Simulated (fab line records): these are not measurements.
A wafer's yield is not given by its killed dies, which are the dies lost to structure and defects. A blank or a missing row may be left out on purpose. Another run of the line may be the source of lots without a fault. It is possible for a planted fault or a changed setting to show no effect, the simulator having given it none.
2 desks looking at one fault -- flow n5_finfet -- every desk sees just its own numbers, and what lay behind them comes last

METROLOGY DESK
Means of the sampled wafers that have a number, per lot and without regard to the tool the lot ran on: this is what the gauges read. Any lot whose mean is over 4 standard deviations away from the usual mean is out of limits and marked OUT; that distance is given in the brackets.
Columns: A = M4_ILD_THK at N5_BEOL_M4_THK_MEAS_01, usual 79.2 nm; B = cd_nm at N5_BEOL_M4_CD_MEAS_11, usual 16.76 nm
lot,first seen here,A,B
L215,day 7 15:24,78.8,16.61
L224,day 9 20:13,79.1,16.65
L229,day 10 22:16,79.5,-
L228,day 11 08:30,79.5,-
L230,day 11 11:20,79.8,-
L236,day 12 19:21,79.3,16.58
L237,day 13 10:49,79.2,16.92
This desk found nothing out of limits on any of the 7 lots.

TOOL OWNER'S DESK, litho_track-02
The tool's own readings at N5_BEOL_M4_DEVELOP_10 (develop time 30 s): means of the sampled wafers that have a number, for each lot that ran on this tool. Any lot whose mean is over 4 standard deviations away from the usual mean is out of limits and marked OUT; that distance is given in the brackets.
Columns: A = chill_plate_temp_C at N5_BEOL_M4_DEVELOP_10, usual 23.00 C; B = developer_temp_C at N5_BEOL_M4_DEVELOP_10, usual 22.99 C; C = exhaust_pa at N5_BEOL_M4_DEVELOP_10, usual 45.2 Pa
lot,first seen here,A,B,C
L215,day 7 15:50,23.07,23.12,43.1
L236,day 12 21:59,22.97,22.99,45.6
L237,day 13 12:00,22.93,22.96,44.5
This desk found nothing out of limits on any of the 3 lots.

ALL TOGETHER
Metrology desk: nothing out of limits seen.
The desk of the tool owner found nothing out of limits.

WHAT WAS PUT IN BY THE SIMULATOR
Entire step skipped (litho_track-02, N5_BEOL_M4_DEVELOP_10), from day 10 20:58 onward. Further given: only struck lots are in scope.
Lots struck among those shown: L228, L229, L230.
